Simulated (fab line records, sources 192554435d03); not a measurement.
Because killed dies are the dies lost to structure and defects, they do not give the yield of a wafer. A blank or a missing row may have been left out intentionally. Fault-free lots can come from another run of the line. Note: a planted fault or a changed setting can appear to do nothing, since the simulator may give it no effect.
Chamber matching	flow n5-finfet	rie-diel-02 running N5_BEOL_M8_DESCUM_33: 4 sister chambers
The step chemistry O2, time 7 s. 4 wafers are shown with their chamber, then 9 later ones without.

## EACH WAFER AND ITS CHAMBER
wafer	chamber	drypump-motor-current-A (A)
L081.1	3	6.1
L087.1	2	6.1
L087.3	1	5.0
L087.5	0	5.9

## WAFERS MISSING THEIR CHAMBER
wafer	drypump-motor-current-A (A)
L086.1	6.1
L086.2	6.1
L086.3	5.0
L090.3	6.1
L090.5	5.0
L090.6	6.2
L096.3	6.1
L096.4	5.9
L096.5	5.0

## EACH ONE'S CHAMBER
wafer	from the rows above	in truth
L086.1	can't be placed: 2 or 3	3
L086.2	can't be placed: 2 or 3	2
L086.3	1	1
L090.3	can't be placed: 2 or 3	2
L090.5	1	1
L090.6	can't be placed: 2 or 3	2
L096.3	can't be placed: 2 or 3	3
L096.4	0	0
L096.5	1	1
Correct placement for 4 of the 9. From these rows, 5 cannot be placed; in 5 the true chamber is one of the candidates. Wrongly placed: 0.
How it was worked out, from the rows above alone: a wafer's distance from a chamber is the root of the sum, over the readings, of the square of ((its reading less the chamber's mean) divided by the reading's scatter). If the next closest chamber is less than 2 further off than the closest, the wafer can't be placed; otherwise it belongs to the closest. For every chamber, the mean is computed from those of its wafers that are shown. The scatter: with one shown wafer a chamber, the root of the mean of the squares of how far each hidden wafer lies from its nearest shown one.
